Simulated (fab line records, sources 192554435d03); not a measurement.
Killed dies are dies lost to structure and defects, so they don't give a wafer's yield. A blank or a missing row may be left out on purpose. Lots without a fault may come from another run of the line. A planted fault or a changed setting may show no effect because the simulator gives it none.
Chamber matching | flow n5_finfet | N5_MIM_TOP_ALD_00 on ald_hk-02: 4 sister chambers
The step deposits Al2O3, purge time 3 s, co reactant pulse time 3 s. 16 wafers are shown with their chamber, then 8 later ones without.

WAFERS WITH THEIR CHAMBER
wafer  | chamber | precursor_pulse_height_rel
L075.2 | 1       | 1.005
L075.4 | 2       | 0.994
L075.6 | 2       | 0.999
L076.1 | 0       | 0.989
L076.2 | 2       | 1.020
L076.4 | 3       | 1.004
L081.2 | 0       | 1.020
L081.3 | 2       | 1.029
L081.4 | 1       | 0.978
L082.2 | 2       | 0.986
L082.4 | 1       | 0.990
L082.6 | 2       | 1.033
L087.1 | 2       | 1.031
L087.3 | 3       | 1.002
L087.6 | 2       | 1.031
L089.1 | 2       | 1.017

SIGNATURES (means of the wafers above)
reading                    | chamber 0 | chamber 1 | chamber 2 | chamber 3 | scatter within a chamber
precursor_pulse_height_rel | 1.00450   | 0.99100   | 1.01556   | 1.00300   | 0.0169
Rule: a wafer's distance from a chamber is the root of the sum, over the readings, of the square of ((its reading less the chamber's mean) divided by the reading's scatter). The wafer belongs to the nearest chamber; if the next one is less than 2 further off, it can't be placed. The scatter: the root of (the sum of the squares of (reading less its chamber's mean) over the shown wafers, divided by (wafers less chambers)).

WAFERS WITHOUT THEIR CHAMBER
wafer  | precursor_pulse_height_rel
L089.5 | 1.010
L089.6 | 1.018
L090.1 | 0.983
L090.3 | 0.997
L090.4 | 0.996
L094.1 | 1.028
L094.5 | 1.008
L094.6 | 1.018

WHICH CHAMBER EACH WENT THROUGH
wafer  | from the rows above               | in truth
L089.5 | can't be placed: 0 or 2 or 3 or 1 | 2
L089.6 | can't be placed: 2 or 0 or 3 or 1 | 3
L090.1 | can't be placed: 1 or 3 or 0 or 2 | 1
L090.3 | can't be placed: 1 or 3 or 0 or 2 | 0
L090.4 | can't be placed: 1 or 3 or 0 or 2 | 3
L094.1 | can't be placed: 2 or 0 or 3 or 1 | 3
L094.5 | can't be placed: 0 or 3 or 2 or 1 | 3
L094.6 | can't be placed: 2 or 0 or 3 or 1 | 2
Placed correctly: 0 of 8. Can't be placed from these rows: 8 (the true chamber is among the candidates in 8). Placed wrongly: 0.
